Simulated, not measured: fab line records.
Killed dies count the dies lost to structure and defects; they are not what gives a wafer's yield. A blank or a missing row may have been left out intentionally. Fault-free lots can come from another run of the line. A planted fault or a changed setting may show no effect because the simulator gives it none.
The tool behind it: which one? ; flow n5Finfet ; 24 lots with 72 wafers sampled at 2 steps, on a route of 1938 steps

## WHAT THE GAUGES SHOWED, per wafer
N5_BEOL_M7_OVL_MEAS_29.
lot;measured;on;V6_OVL (nm)
L074;day 8 20:21;overlay-01;1.2 0.3 0.3
L075;day 9 05:33;overlay-02;0.4 0.3 0.6
L076;day 9 21:16;overlay-01;1.0 0.7 0.6
L080;day 10 18:25;overlay-01;0.0 0.3 1.1
L077;day 10 20:08;overlay-01;-0.1 -0.5 0.2
L078;day 10 20:18;overlay-02;0.2 -0.9 -1.2
L079;day 10 20:51;overlay-01;0.7 0.4 0.4
L082;day 10 20:53;overlay-02;0.0 -0.8 0.2
L083;day 11 00:03;overlay-02;-0.1 0.1 0.0
L081;day 11 06:49;overlay-01;0.3 -0.3 -0.3
L084;day 12 00:41;overlay-01;0.5 0.0 0.8
L085;day 12 06:17;overlay-01;-0.4 0.1 0.0
L086;day 12 15:10;overlay-01;0.6 0.3 0.9
L088;day 12 18:01;overlay-02;0.0 -0.8 0.1
L087;day 13 01:16;overlay-01;0.6 0.0 0.3
L089;day 13 13:22;overlay-02;0.5 -0.6 0.2
L090;day 13 16:56;overlay-02;-0.2 0.8 0.2
L091;day 13 21:05;overlay-01;-0.2 0.6 0.7
L092;day 13 21:08;overlay-02;-0.4 -0.5 -1.0
L093;day 14 01:01;overlay-01;1.4 1.3 0.4
L094;day 14 14:41;overlay-01;0.9 -0.2 -1.1
L095;day 14 20:14;overlay-01;0.4 0.6 0.2
L096;day 15 05:01;overlay-02;0.2 -0.1 0.0
L097;day 15 05:11;overlay-02;1.3 0.3 0.4

## TOOL THAT RAN EACH LOT (tool first, then ch and the chambers of the sampled wafers, then the start)
lot;N5_BEOL_M7_ETCH_61
L074;rieDiel-05 ch 1,3, day 8 18:44
L075;rieDiel-01 ch 0,1, day 9 01:21
L076;rieDiel-05 ch 0,1,2, day 9 17:54
L080;rieDiel-05 ch 1,3, day 10 14:52
L077;rieDiel-05 ch 0,1,3, day 10 19:04
L078;rieDiel-06 ch 2,3, day 10 19:16
L079;rieDiel-05 ch 0,1,3, day 10 19:48
L082;rieDiel-06 ch 2,3, day 10 19:58
L083;rieDiel-05 ch 1,2, day 10 23:08
L081;rieDiel-06 ch 1,2, day 11 05:10
L084;rieDiel-05 ch 0,2,3, day 11 21:48
L085;rieDiel-05 ch 0,1,2, day 12 02:34
L086;rieDiel-05 ch 1,3, day 12 12:50
L088;rieDiel-05 ch 0,3, day 12 17:02
L087;rieDiel-01 ch 0,3, day 12 21:11
L089;rieDiel-06 ch 0,2,3, day 13 12:31
L090;rieDiel-01 ch 0,3, day 13 15:34
L091;rieDiel-05 ch 0,2,3, day 13 17:59
L092;rieDiel-01 ch 0,1,3, day 13 18:40
L093;rieDiel-06 ch 0,3, day 13 22:34
L094;rieDiel-06 ch 0,1,3, day 14 11:11
L095;rieDiel-05 ch 0,1,2, day 14 18:44
L096;rieDiel-01 ch 2,3, day 15 03:33
L097;rieDiel-01 ch 0,1,3, day 15 04:08
- N5_BEOL_M7_ETCH_61: etches SiARC in CF4, target depth 45.5 nm, time 75.8 s.

## AS READ BY THE TOOLS THEMSELVES (means over the sampled wafers that have a number; for cases with no such wafer, the mark the record gives instead)
N5_BEOL_M7_ETCH_61.
lot;tool;drypumpMotorCurrentA (A);etchRfOnTimeS (s);mfcArSccm (sccm);oesProductAu (a.u.);rfVppV (V);showerheadPlenumPTorr (Torr);throttleValvePct (%)
L074;rieDiel-05;6.0;76.9;100.2;0.60;183.8;2.10;15.58
L075;rieDiel-01;6.0;74.5;100.1;0.68;185.7;2.24;15.39
L076;rieDiel-05;5.7;76.2;100.0;0.60;183.6;2.09;15.72
L080;rieDiel-05;5.9;76.8;100.3;0.60;183.6;2.16;15.74
L077;rieDiel-05;5.8;76.8;99.7;0.61;184.2;2.11;15.75
L078;rieDiel-06;6.3;78.5;99.8;0.61;183.7;2.14;15.63
L079;rieDiel-05;5.8;76.9;100.1;0.61;182.5;2.11;15.74
L082;rieDiel-06;6.4;77.6;100.0;0.62;183.9;2.14;15.62
L083;rieDiel-05;5.9;76.4;100.3;0.68;182.4;2.09;15.44
L081;rieDiel-06;6.0;76.4;100.0;0.66;184.1;2.16;15.60
L084;rieDiel-05;5.6;76.5;100.0;0.68;184.2;2.15;15.68
L085;rieDiel-05;5.7;76.4;100.1;0.66;183.3;2.09;15.57
L086;rieDiel-05;5.9;77.5;100.1;0.59;183.9;2.16;15.77
L088;rieDiel-05;5.7;77.6;100.0;0.60;185.7;2.16;15.89
L087;rieDiel-01;5.7;76.4;99.8;0.62;185.1;2.22;15.69
L089;rieDiel-06;5.9;77.3;100.2;0.67;184.6;2.19;15.70
L090;rieDiel-01;5.6;76.8;100.1;0.62;184.9;2.22;15.68
L091;rieDiel-05;5.7;77.4;100.5;0.66;184.5;2.14;15.73
L092;rieDiel-01;5.8;76.0;99.9;0.63;184.8;2.22;15.57
L093;rieDiel-06;5.8;76.3;100.0;0.69;184.0;2.20;15.72
L094;rieDiel-06;5.7;76.6;100.3;0.70;184.6;2.20;15.70
L095;rieDiel-05;5.7;75.7;99.8;0.73;184.8;2.17;15.45
L096;rieDiel-01;6.1;76.4;99.8;0.59;184.0;2.08;15.61
L097;rieDiel-01;5.8;75.6;100.0;0.63;185.6;2.21;15.58

## THE ANSWER, worked out from the rows above alone
Rule: the usual values come from the lots themselves. The widest of any qualifying gaps counts: lots, ordered by their means at a reading, are off when they make up no more than a third of the lots, leave a main group of 4 or more, and stand apart from it by 3 or more times the standard deviation of that group's means. The tables above print the reading to a certain number of digits; a main group whose means all agree to those digits is not used. Also off: a lot with no number at a reading for which 4 or more lots have one. All remaining lots with rows at the step are treated as sound. Order of review: gauges by route order, followed by the tools' own readings, for which a lot's mean as printed above is used. The first step at which some lot is off is used, and at that step the reading that is off furthest; a lot without a number counts as furthest.
Across all readings shown, no lot is off: no conclusion can be drawn from this.

## WHAT THE SIMULATOR HAD PUT IN
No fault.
